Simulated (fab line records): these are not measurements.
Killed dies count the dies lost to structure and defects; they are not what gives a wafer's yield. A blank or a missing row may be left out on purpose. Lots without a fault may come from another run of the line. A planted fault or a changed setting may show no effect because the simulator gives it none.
fab line records    flow n5-finfet
record lots=7  wafers=21  last-day=17
route steps=1938 shown BEOL_M4@1050 PASSIVATION@1936
lots with no fault: from the same line, run without faults
start-h: hours from the record's opening day to when the first of the lot's shown wafers began    wait-h: how many hours have passed since the lot's step before this one    " as in the row above    L1.1+2: several wafers, shown together as one row    - either no value or no given start    * or withheld: withheld    < > ~ a bound
route shown NAME@n: a module of which the file shows steps, and the number in the route of the first    usual: the fault-free wafers' mean and standard deviation    same: alike in all rows    chamber/n: place in a boat    sites: per-site readings    _std_site: their standard deviation    _edge_site: inner sites' mean taken away from outer sites' mean    radius-mm: for every site, how far away it sits from the centre of the wafer    mask NAME#n: copy n    behind: the tool/chamber that last shaped the wafer    hold: cause of the lot's hold/its duration in hours/its outcome    device: transistor that didn't switch, given as n, p or np    end of line: the tests these same wafers got at the end of their route    a step with no rows: only its recipe    killed: dies that structure and defects cost at the first sort, which is not the same as the wafer's yield    map: the dies of a wafer, with x for killed, . for not killed, _ for no die there
set.NAME: the setting that was run; set.NAME@STEP: the one run at that earlier step    model.NAME: the simulator's own value behind a step, which no gauge read
lots at some steps of the route; a table a step, a row a wafer
services: when a tool's chamber went out of use (start-h, in hours from the record's first day, below 0 if earlier), for how many hours, and the reason
## steps
# step N5_BEOL_M4_COAT_22
# recipe resist=CAR-EUV  spin-rpm=1500  resist-thk-nm=30
# step N5_BEOL_M4_EBR_24
# recipe solvent=PGMEA  ebr-width-mm=1.5
# step N5_BEOL_M4_SOFTBAKE_23
# recipe temp-c=110  time-s=60  resist=CAR-EUV
# step N5_BEOL_M4_EXPOSE_25
# recipe mask-id=V3  na=0.33  source-shape=quasar  sigma-inner=0.2  sigma-outer=0.8  polarization=unpolarized  defocus-nm=5  dose-mj=63
# step N5_BEOL_M4_PEB_26
# recipe peb-temp-c=100  peb-time-s=60  resist=CAR-EUV
# step N5_BEOL_M4_DEVELOP_27
# recipe develop-time-s=30  developer=TMAH  resist=CAR-EUV  rinse-liquid=surfactant-rinse  dry=air-spin  dev-temp-c=23
# step N5_BEOL_M4_CD_MEAS_28
# recipe target-cd-nm=26.2  landing-energy-ev=500  detector=se-inlens  target-cd-y-nm=24.1  polarity=opening
# usual cd-nm=26.19/0.24
lot.wafer  tool       chamber  start-h  wait-h  cd-nm
L288.2     cd-sem-01  0        183.99   -       26.17
L288.3     "          0        "        "       26.46
L288.4     "          0        "        "       26.15
L291.1     cd-sem-03  0        189.51   -       26.14
L291.4     "          0        "        "       25.92
L291.5     "          0        "        "       25.82
L298.1     cd-sem-01  0        236.67   -       26.39
L298.2     "          0        "        "       26.31
L298.3     "          0        "        "       26.13
L300.1     cd-sem-03  0        262.86   -       26.34
L300.2     "          0        "        "       26.49
L300.3     "          0        "        "       26.55
L301.1     cd-sem-03  0        263.33   -       26.42
L301.3     "          0        "        "       26.21
L301.5     "          0        "        "       26.22
L302.4     cd-sem-02  0        268.50   -       26.32
L302.5     "          0        "        "       26.45
L302.6     "          0        "        "       26.49
L307.1     cd-sem-03  0        296.00   -       26.19
L307.2     "          0        "        "       26.25
L307.6     "          0        "        "       26.67
# step N5_BEOL_M4_OVL_MEAS_29
# recipe points-per-wafer=522
# usual V3_OVL=0.3/0.9
lot.wafer  tool        chamber  start-h  wait-h  V3_OVL[nm]
L288.2     overlay-01  0        184.03   0.0     -1.2
L288.3     "           0        "        "       -1.2
L288.4     "           0        "        "       -0.4
L291.1     overlay-02  0        189.54   0.0     1.0
L291.4     "           0        "        "       1.1
L291.5     "           0        "        "       0.0
L298.1     overlay-01  0        236.70   0.0     -0.2
L298.2     "           0        "        "       1.0
L298.3     "           0        "        "       0.6
L300.1     overlay-02  0        262.90   0.0     0.9
L300.2     "           0        "        "       0.0
L300.3     "           0        "        "       -0.8
L301.1     overlay-02  0        263.36   0.0     1.1
L301.3     "           0        "        "       0.6
L301.5     "           0        "        "       0.7
L302.4     overlay-01  0        268.54   0.0     1.4
L302.5     "           0        "        "       0.1
L302.6     "           0        "        "       0.5
L307.1     overlay-01  0        296.03   0.0     0.8
L307.2     "           0        "        "       1.3
L307.6     "           0        "        "       1.4
# step N5_BEOL_M4_INSPECT_30
# recipe mode=adi  inspect-instrument=brightfield
# usual raw-defect-count=442/94
lot.wafer  tool               chamber  start-h  wait-h  raw-defect-count
L288.2     defect-inspect-02  -        184.08   0.0     421
L288.3     "                  -        "        "       417
L288.4     "                  -        "        "       408
L291.1     defect-inspect-01  -        189.60   0.1     460
L291.4     "                  -        "        "       631
L291.5     "                  -        "        "       493
L298.1     defect-inspect-01  -        236.76   0.1     384
L298.2     "                  -        "        "       437
L298.3     "                  -        "        "       334
L300.1     defect-inspect-01  -        262.95   0.1     440
L300.2     "                  -        "        "       492
L300.3     "                  -        "        "       599
L301.1     defect-inspect-01  -        263.42   0.1     347
L301.3     "                  -        "        "       393
L301.5     "                  -        "        "       392
L302.4     defect-inspect-01  -        268.58   0.0     471
L302.5     "                  -        "        "       453
L302.6     "                  -        "        "       336
L307.1     defect-inspect-02  -        296.08   0.1     456
L307.2     "                  -        "        "       315
L307.6     "                  -        "        "       412
# step N5_BEOL_M4_DESCUM_33
# recipe chemistry=O2  time-s=7  source-power-w=50  bias-power-w=20  pressure-mtorr=20  rf-frequency-hz=2.712e+07  temp-c=40  resist=CAR-EUV  o2-flow-sccm=225
# usual chamber-pressure-mTorr=20.002/0.023  drypump-motor-current-A=5.5/0.42  oes-product-au=0.77/0.072  rf-vpp-V=242.6/1.2  showerhead-plenum-p-Torr=2.05/0.069  throttle-valve-pct=20.46/0.16
lot.wafer  tool         chamber  start-h  wait-h  chamber-pressure-mTorr  drypump-motor-current-A  oes-product-au  rf-hours-counter-h  rf-vpp-V  showerhead-plenum-p-Torr  throttle-valve-pct
L288.2     rie-diel-06  1        184.11   0.0     20.033                  6.1                      0.89            41                  241.6     2.02                      20.43
L288.3     "            2        "        "       19.993                  5.5                      0.75            178                 243.2     2.08                      20.73
L288.4     "            1        "        "       20.011                  6.1                      0.90            -                   243.5     2.02                      20.42
L291.1     rie-diel-02  2        189.64   0.0     20.026                  4.8                      0.74            182                 242.6     2.18                      20.45
L291.4     "            1        "        "       19.994                  5.7                      0.73            202                 240.8     1.98                      20.19
L291.5     "            1        "        "       20.016                  5.6                      0.73            -                   242.6     1.98                      20.20
L298.1     rie-diel-04  3        236.80   0.0     19.962                  5.5                      0.76            143                 242.5     2.03                      20.57
L298.2     "            1        "        "       19.970                  5.2                      0.75            173                 241.6     1.98                      20.67
L298.3     "            2        "        "       20.005                  6.0                      0.69            228                 244.7     2.06                      20.43
L300.1     rie-diel-02  2        263.00   0.0     19.985                  4.8                      0.72            211                 244.1     2.17                      20.48
L300.2     "            1        "        "       19.990                  5.7                      0.71            231                 241.8     1.97                      20.24
L300.3     "            3        "        "       19.993                  5.2                      0.81            79                  242.0     2.02                      20.50
L301.1     rie-diel-02  3        263.58   0.2     20.000                  5.2                      0.80            80                  241.1     2.02                      20.51
L301.3     "            1        "        "       20.023                  5.7                      0.70            231                 242.5     1.97                      20.25
L301.5     "            3        "        "       19.982                  5.2                      0.80            -                   243.1     2.02                      20.52
L302.4     rie-diel-06  2        268.63   0.0     20.017                  5.5                      0.73            211                 242.8     2.07                      20.77
L302.5     "            2        "        "       20.015                  5.5                      0.72            -                   241.2     2.07                      20.77
L302.6     "            1        "        "       20.005                  6.2                      0.86            -                   241.7     2.01                      20.47
L307.1     rie-diel-04  3        296.12   0.0     20.014                  5.5                      0.74            161                 240.8     2.02                      20.60
L307.2     "            2        "        "       20.034                  6.0                      0.68            251                 242.1     2.05                      20.46
L307.6     "            2        "        "       20.035                  6.0                      0.68            -                   243.2     2.05                      20.45
# step N5_BEOL_M4_ETCH_77
# recipe chemistry=N2/H2  target=underlayer  target-depth-a=65  mask-material=CAR-EUV  time-s=5.2  ion-energy-ev=200  pressure-mtorr=30  source-w=840  bias-w=150  n2-flow-sccm=200  h2-flow-sccm=200  ends=cleared
# usual chamber-pressure-mTorr=30.01/0.042  drypump-motor-current-A=5.5/0.41  etch-rf-on-time-s=5.22/0.17  oes-product-au=0.65/0.068  rf-vpp-V=522.8/2.3  showerhead-plenum-p-Torr=2.50/0.079  throttle-valve-pct=17.93/0.28
lot.wafer  tool         chamber  start-h  wait-h  chamber-pressure-mTorr  drypump-motor-current-A  etch-rf-on-time-s  oes-product-au  rf-hours-counter-h  rf-vpp-V  showerhead-plenum-p-Torr  throttle-valve-pct
L288.2     rie-diel-06  1        184.15   0.0     30.04                   6.2                      5.17               0.76            41                  521.6     2.48                      18.00
L288.3     "            2        "        "       30.09                   5.5                      5.46               0.62            178                 525.4     2.56                      18.30
L288.4     "            1        "        "       30.08                   6.2                      5.17               0.75            -                   522.8     2.48                      17.97
L291.1     rie-diel-02  2        189.68   0.0     30.08                   4.8                      5.30               0.63            182                 526.9     2.64                      17.88
L291.4     "            1        "        "       30.06                   5.7                      5.15               0.61            202                 520.2     2.41                      17.64
L291.5     "            1        "        "       30.05                   5.7                      5.21               0.61            -                   520.6     2.41                      17.67
L298.1     rie-diel-04  3        236.83   0.0     29.99                   5.5                      4.88               0.67            143                 519.5     2.40                      17.51
L298.2     "            1        "        "       29.91                   5.1                      5.10               0.63            173                 521.4     2.44                      18.48
L298.3     "            2        "        "       30.00                   6.0                      5.41               0.58            228                 521.0     2.49                      17.74
L300.1     rie-diel-02  2        263.03   0.0     30.03                   4.8                      5.33               0.62            211                 526.0     2.63                      17.91
L300.2     "            1        "        "       29.97                   5.6                      5.36               0.58            231                 520.2     2.40                      17.68
L300.3     "            3        "        "       29.97                   5.2                      4.98               0.72            79                  522.7     2.49                      18.18
L301.1     rie-diel-02  3        263.61   0.0     29.99                   5.2                      4.98               0.71            80                  523.2     2.49                      18.19
L301.3     "            1        "        "       30.02                   5.7                      5.37               0.58            231                 521.7     2.40                      17.65
L301.5     "            3        "        "       30.07                   5.2                      4.97               0.71            -                   521.7     2.49                      18.18
L302.4     rie-diel-06  2        268.66   0.0     30.05                   5.5                      5.52               0.60            211                 522.0     2.55                      18.39
L302.5     "            2        "        "       30.10                   5.5                      5.54               0.61            -                   522.1     2.55                      18.41
L302.6     "            1        "        "       29.98                   6.2                      5.22               0.73            -                   521.4     2.47                      18.05
L307.1     rie-diel-04  3        296.15   0.0     30.03                   5.5                      4.96               0.66            161                 523.7     2.40                      17.54
L307.2     "            2        "        "       30.05                   6.0                      5.37               0.58            251                 523.2     2.48                      17.78
L307.6     "            2        "        "       30.05                   6.0                      5.37               0.57            -                   523.3     2.48                      17.77
# step N5_BEOL_M4_ETCH_69
# recipe chemistry=CF4  target=SiARC  target-depth-a=156  mask-material=CAR-EUV  time-s=26  ion-energy-ev=80  pressure-mtorr=40  source-w=545  bias-w=36  Ar_flow_sccm=100  cf4-flow-sccm=100  ends=cleared
# usual cf4-flow-sccm=100.0/0.34  chamber-pressure-mTorr=40.00/0.034  drypump-motor-current-A=5.5/0.41  etch-rf-on-time-s=26.1/0.78  oes-product-au=0.65/0.067  rf-vpp-V=183.7/1.1  showerhead-plenum-p-Torr=2.10/0.051  throttle-valve-pct=15.68/0.15
lot.wafer  tool         chamber  start-h  wait-h  cf4-flow-sccm  chamber-pressure-mTorr  drypump-motor-current-A  etch-rf-on-time-s  oes-product-au  rf-hours-counter-h  rf-vpp-V  showerhead-plenum-p-Torr  throttle-valve-pct
L288.2     rie-diel-06  1        184.16   0.0     99.7           40.03                   6.2                      26.3               0.76            41                  182.2     2.09                      15.72
L288.3     "            2        "        "       99.8           39.93                   5.5                      27.6               0.62            178                 183.0     2.12                      15.84
L288.4     "            1        "        "       99.2           40.04                   6.2                      26.3               0.77            -                   182.8     2.09                      15.72
L291.1     rie-diel-02  2        189.69   0.0     100.5          40.01                   4.8                      26.9               0.63            182                 184.5     2.18                      15.48
L291.4     "            1        "        "       99.9           40.02                   5.6                      26.2               0.61            202                 182.5     2.03                      15.50
L291.5     "            1        "        "       100.0          40.05                   5.6                      26.2               0.61            -                   184.1     2.04                      15.50
L298.1     rie-diel-04  3        236.85   0.0     100.0          39.98                   5.5                      24.3               0.67            143                 184.2     2.08                      15.73
L298.2     "            1        "        "       100.2          39.99                   5.1                      25.5               0.64            173                 183.3     2.06                      15.96
L298.3     "            2        "        "       100.2          40.02                   6.0                      26.6               0.58            228                 184.0     2.10                      15.68
L300.1     rie-diel-02  2        263.05   0.0     100.4          39.93                   4.8                      26.6               0.61            211                 185.2     2.17                      15.52
L300.2     "            1        "        "       99.9           40.00                   5.6                      26.3               0.59            231                 182.0     2.03                      15.57
L300.3     "            3        "        "       100.3          39.98                   5.2                      24.9               0.71            79                  183.9     2.09                      15.77
L301.1     rie-diel-02  3        263.63   0.0     99.9           39.99                   5.2                      24.9               0.71            80                  182.8     2.09                      15.75
L301.3     "            1        "        "       99.6           39.90                   5.6                      26.3               0.59            231                 184.2     2.02                      15.58
L301.5     "            3        "        "       99.6           39.96                   5.2                      24.9               0.72            -                   183.8     2.09                      15.76
L302.4     rie-diel-06  2        268.68   0.0     100.0          39.99                   5.5                      27.4               0.60            211                 183.8     2.11                      15.91
L302.5     "            2        "        "       100.1          39.99                   5.5                      27.4               0.60            -                   182.7     2.11                      15.91
L302.6     "            1        "        "       99.8           40.02                   6.2                      26.2               0.72            -                   182.6     2.08                      15.79
L307.1     rie-diel-04  3        296.17   0.0     99.8           40.07                   5.5                      25.0               0.65            161                 182.9     2.07                      15.78
L307.2     "            2        "        "       100.1          40.00                   6.0                      27.0               0.58            251                 183.2     2.10                      15.73
L307.6     "            2        "        "       100.1          39.96                   6.0                      26.9               0.57            -                   183.0     2.10                      15.73
# step N5_BEOL_M4_ALD_98
# recipe material=SiO2  target-thk-a=25  temp-c=100  ald-precursor-family=BDEAS  ald-co-reactant=O2-plasma  pulse-time-s=1  co-reactant-pulse-time-s=1  purge-time-s=2  co-reactant-purge-time-s=2  ald-cycles=17  pressure-torr=2
# usual ald-cycles=17/0  chamber-pressure-Torr=2.000/0.0047  co-reactant-purge-time-s=2/0  heater-power-w=81/5.7  precursor-pulse-height-rel=1.003/0.019
lot.wafer  tool        chamber  start-h  wait-h  ald-cycles  chamber-pressure-Torr  co-reactant-purge-time-s  heater-power-w  precursor-pulse-height-rel
L288.2     ald-sin-01  1        184.25   0.1     17          2.004                  2                         92              1.016
L288.3     "           3        "        "       17          2.011                  2                         78              1.008
L288.4     "           2        "        "       17          2.000                  2                         82              0.999
L291.1     ald-sin-04  2        190.75   1.0     17          2.002                  2                         81              1.017
L291.4     "           0        "        "       17          2.000                  2                         90              0.993
L291.5     "           1        "        "       17          1.997                  2                         77              1.019
L298.1     ald-sin-02  2        236.93   0.1     17          2.003                  2                         78              1.018
L298.2     "           3        "        "       17          1.995                  2                         79              0.994
L298.3     "           0        "        "       17          2.002                  2                         72              0.984
L300.1     ald-sin-02  3        263.13   0.1     -           -                      -                         -               -
L300.2     "           2        "        "       -           -                      -                         -               -
L300.3     "           1        "        "       -           -                      -                         -               -
L301.1     ald-sin-01  0        264.00   0.3     -           -                      -                         -               -
L301.3     "           2        "        "       -           -                      -                         -               -
L301.5     "           1        "        "       -           -                      -                         -               -
L302.4     ald-sin-02  1        268.86   0.1     -           -                      -                         -               -
L302.5     "           2        "        "       -           -                      -                         -               -
L302.6     "           1        "        "       -           -                      -                         -               -
L307.1     ald-sin-01  2        296.29   0.1     17          2.001                  2                         74              0.969
L307.2     "           0        "        "       17          1.990                  2                         84              1.033
L307.6     "           2        "        "       17          2.003                  2                         74              1.005
# step N5_BEOL_M4_ETCHBACK_99
# recipe chemistry=CHF3  target=SiO2  target-depth-a=50  time-s=10.4  source-w=215  bias-w=47  Ar_flow_sccm=200  CHF3_flow_sccm=12  ion-energy-ev=100  pressure-mtorr=30
# usual chamber-pressure-mTorr=30.000/0.026  drypump-motor-current-A=5.5/0.4  oes-product-au=0.78/0.084  rf-vpp-V=239/8.4  showerhead-plenum-p-Torr=2.11/0.052  throttle-valve-pct=17.11/0.18
lot.wafer  tool         chamber  start-h  wait-h  chamber-pressure-mTorr  drypump-motor-current-A  oes-product-au  rf-hours-counter-h  rf-vpp-V  showerhead-plenum-p-Torr  throttle-valve-pct
L288.2     rie-diel-02  1        184.91   0.6     30.013                  5.7                      0.72            200                 234       2.03                      16.86
L288.3     "            0        "        "       30.014                  5.9                      0.71            232                 249       2.22                      17.04
L288.4     "            2        "        "       29.994                  4.8                      0.74            180                 236       2.19                      16.86
L291.1     rie-diel-06  1        194.37   3.6     29.991                  6.2                      0.88            46                  256       2.09                      17.15
L291.4     "            3        "        "       30.023                  5.5                      0.85            70                  239       2.12                      17.07
L291.5     "            0        "        "       29.971                  5.7                      0.99            -                   224       2.13                      16.85
L298.1     rie-diel-02  3        237.11   0.1     30.017                  5.2                      0.83            69                  241       2.10                      17.20
L298.2     "            1        "        "       30.046                  5.6                      0.70            220                 233       2.02                      16.89
L298.3     "            2        "        "       30.011                  4.8                      0.72            201                 238       2.18                      16.90
L300.1     rie-diel-06  3        263.26   0.1     29.981                  5.5                      0.81            96                  240       2.11                      17.13
L300.2     "            0        "        "       29.970                  5.7                      0.92            22                  223       2.12                      16.90
L300.3     "            2        "        "       29.985                  5.5                      0.71            209                 246       2.12                      17.34
L301.1     rie-diel-02  2        265.99   1.9     29.971                  4.8                      0.72            213                 236       2.18                      16.94
L301.3     "            3        "        "       30.025                  5.2                      0.82            81                  241       2.09                      17.22
L301.5     "            2        "        "       29.984                  4.8                      0.71            -                   237       2.18                      16.93
L302.4     rie-diel-06  1        269.63   0.7     29.989                  6.1                      0.86            72                  255       2.08                      17.20
L302.5     "            3        "        "       30.018                  5.5                      0.81            -                   242       2.11                      17.13
L302.6     "            2        "        "       30.037                  5.5                      0.71            -                   245       2.12                      17.33
L307.1     rie-diel-04  2        296.86   0.5     30.061                  6.0                      0.66            251                 229       2.11                      17.19
L307.2     "            1        "        "       30.009                  5.1                      0.71            196                 236       2.07                      17.54
L307.6     "            1        "        "       29.998                  5.1                      0.72            -                   236       2.07                      17.55
# step N5_BEOL_M4_RC_MEAS_101
# usual DIBL_N=37.3/2.3  DIBL_P=37.4/2.9  IOFF_N=0.18/0.045  IOFF_P=0.25/0.054  ION_N=679/15  ION_P=468/9.7  SS_N=71.8/0.62  SS_P=73.6/0.76  VT_N=248/4.1  VT_P=-248/3.6
lot.wafer  tool       chamber  start-h  wait-h  DIBL_N[mV/V]  DIBL_P[mV/V]  IOFF_N[nA/um]  IOFF_P[nA/um]  ION_N[uA/um]  ION_P[uA/um]  SS_N[mV/dec]  SS_P[mV/dec]  VT_N[mV]  VT_P[mV]
L288.2     prober-01  0        190.15   0.6     37.4          36.9          0.18           0.26           673           460           71.5          74.1          250       -245
L288.3     "          0        "        "       37.9          38.1          0.18           0.26           693           475           72.0          73.6          251       -247
L288.4     "          0        "        "       37.2          37.3          0.18           0.26           678           466           71.5          73.5          251       -244
L291.1     prober-01  0        199.31   0.0     38.0          38.6          0.21           0.28           696           469           71.7          73.4          243       -244
L291.4     "          0        "        "       40.3          41.9          0.27           0.34           696           481           72.5          74.2          240       -243
L291.5     "          0        "        "       38.4          39.6          0.22           0.30           705           480           72.1          73.7          241       -242
L298.1     prober-01  0        241.89   0.0     39.3          41.0          0.21           0.29           693           479           72.9          74.2          247       -246
L298.2     "          0        "        "       39.4          41.4          0.20           0.29           695           476           72.3          74.6          247       -247
L298.3     "          0        "        "       36.3          36.9          0.14           0.21           662           460           72.1          73.8          253       -251
L300.1     prober-02  0        268.65   0.0     31.8          32.1          0.12           0.17           649           452           71.1          72.6          253       -250
L300.2     "          0        "        "       33.8          35.0          0.13           0.21           653           451           71.4          72.4          254       -249
L300.3     "          0        "        "       31.2          31.6          0.11           0.17           663           460           70.8          72.3          251       -252
L301.1     prober-01  0        270.67   0.0     34.9          34.4          0.15           0.20           670           465           70.9          72.8          253       -249
L301.3     "          0        "        "       37.3          38.6          0.20           0.29           688           472           71.8          74.5          248       -245
L301.5     "          0        "        "       37.0          37.9          0.19           0.26           665           460           71.6          74.1          248       -249
L302.4     prober-01  0        274.70   0.5     39.5          39.7          0.21           0.24           694           464           72.2          73.9          242       -250
L302.5     "          0        "        "       37.1          37.3          0.16           0.20           675           461           72.1          73.2          250       -252
L302.6     "          0        "        "       37.6          37.8          0.18           0.22           674           462           71.8          73.6          243       -249
L307.1     prober-02  0        301.45   0.0     37.2          36.9          0.20           0.31           704           488           71.1          73.8          247       -243
L307.2     "          0        "        "       34.1          32.9          0.12           0.21           657           469           71.4          73.2          256       -249
L307.6     "          0        "        "       37.6          36.2          0.18           0.26           673           471           72.6          73.4          249       -246
# step N5_PASSIVATION_PROBE_49
# usual defect-limited-yield=91.3/1.5  killed_at_M0_to_M3=35/8.7  killed_at_M4_up=14/5.5  killed-at-contacts=11/5.6  killed-at-front-end=39/13  killed-at-other=3.7/2.2  killed-dies=103/18  killed-open=69/14  killed-short=33/7.8  sort_bin_5_function=5.1/0.99  sort_bin_6_memory=3.3/0.67  sort_bin_8_speed=0.02/0.17  sort-n-pass=1077/18  sort-yield-pct=91.2/1.5
# same gross-dies=1180  killed-at-back-side=0  sort_bin_4_leakage[%]=0
lot.wafer  tool       chamber  start-h  wait-h  defect-limited-yield[%]  killed_at_M0_to_M3  killed_at_M4_up  killed-at-contacts  killed-at-front-end  killed-at-other  killed-dies  killed-open  killed-short  sort_bin_5_function[%]  sort_bin_6_memory[%]  sort_bin_8_speed[%]  sort-n-pass  sort-yield-pct[%]
L302.4     prober-02  -        377.76   0.2     92.6                     33                  6                12                  33                   3                87           49           36            3.7                     3.2                   0                    1093         92.6
L302.5     prober-02  -        377.81   0.2     92.7                     32                  8                9                   32                   5                86           51           32            3.6                     3.4                   0                    1094         92.7
L301.1     prober-01  -        377.95   0.0     94.5                     23                  12               5                   21                   4                65           41           22            3.6                     1.7                   0                    1115         94.5
L301.3     prober-01  -        378.05   0.1     94.7                     12                  11               18                  12                   9                62           38           20            2.5                     2.5                   0                    1118         94.7
L301.5     prober-01  -        378.15   0.2     94.4                     30                  13               4                   14                   5                66           51           15            3.3                     2.3                   0                    1114         94.4
# killed by level:class
L302.4 FIN_SAQP:geometric-particle:short=10 MOL_CONTACT_COAG:geometric-particle:open=10 BEOL_M0_SAQP:geometric-particle:short=9 BEOL_M2:geometric-particle:open=8 DUMMY_GATE:geometric-particle:open=6 BEOL_M1:geometric-particle:open=5 FIN_SAQP:geometric-particle:open=4 BEOL_M0_SAQP:geometric-particle:open=4
L302.5 MOL_CONTACT_COAG:geometric-particle:open=8 BEOL_M0_SAQP:geometric-particle:short=8 STI_FIN_REVEAL:geometric-particle:open=7 FIN_SAQP:geometric-particle:open=6 BEOL_M2:geometric-particle:open=6 FIN_SAQP:geometric-particle:short=5 DUMMY_GATE:geometric-particle:open=5 BEOL_M0_SAQP:geometric-particle:open=5
L301.1 BEOL_M2:geometric-particle:open=6 STI_FIN_REVEAL:geometric-particle:open=5 STARTING-WAFER:geometric-particle:short=5 BEOL_M1:geometric-particle:open=4 FIN_SAQP:geometric-particle:open=3 MOL_CONTACT_COAG:geometric-particle:open=3 BEOL_M0_SAQP:geometric-particle:short=3 BEOL_M0_SAQP:geometric-particle:open=3
L301.3 MOL_CONTACT_COAG:geometric-particle:open=14 MOL_CONTACT_COAG:geometric-particle:short=4 FIN_SAQP:geometric-particle:open=3 BEOL_M3:geometric-particle:open=3 ILD0:geometric-particle:short=3 BEOL_M5:coat-microbubble-printed=3 BEOL_M4:geometric-particle:open=3 BEOL_M4:geometric-particle:short=3
L301.5 BEOL_M3:geometric-particle:open=10 BEOL_M0_SAQP:geometric-particle:open=7 BEOL_M2:geometric-particle:open=7 STI_FIN_REVEAL:geometric-particle:short=5 STI_FIN_REVEAL:geometric-particle:open=4 MOL_CONTACT_COAG:geometric-particle:open=4 BEOL_M5:geometric-particle:open=4 BEOL_M0_SAQP:geometric-particle:short=3
## services
tool         chamber  start-h  hours  kind
rie-diel-02  3        166.84   4.9    repair
ald-sin-04   -        176.75   14.0   pm
rie-diel-02  -        177.25   2.8    pm
rie-diel-04  2        179.58   5.0    repair
ald-sin-02   2        195.76   12.1   repair
rie-diel-02  0        197.42   3.8    repair
ald-sin-02   0        212.82   3.4    repair
ald-sin-01   3        233.49   12.2   repair
ald-sin-01   2        234.21   7.9    repair
rie-diel-02  0        240.73   -      clean
rie-diel-02  0        240.73   -      consumable-replace:focus-ring
rie-diel-02  0        240.73   20.3   scheduled-down
rie-diel-02  0        240.73   20.3   vent-cycle
rie-diel-06  0        247.66   11.7   repair
ald-sin-02   -        253.11   0.9    repair
ald-sin-04   1        259.25   5.3    repair
ald-sin-01   3        263.82   2.5    repair
ald-sin-01   -        268.28   14.0   pm
rie-diel-04  3        275.02   10.0   repair
rie-diel-06  3        280.34   5.1    repair
ald-sin-01   1        282.39   15.9   repair
ald-sin-04   -        282.89   0.5    repair
ald-sin-01   3        286.45   20.9   repair
ald-sin-02   -        293.09   2.8    pm
## key
first-sign step=N5_BEOL_M4_ALD_98  reading=tool-record  direction=missing
effect none on later readings
met-at N5_BEOL_M4_ALD_98
struck-wafers L300.1,L300.2,L300.3,L301.1,L301.3,L301.5,L302.4,L302.5,L302.6
onset-between 236.93 263.13
fault kind=skipped-step-whole  tool=ald-sin-01,ald-sin-02  chamber=-  onset-h=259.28  steps=N5_BEOL_M4_ALD_98  scope=struck-lots-only
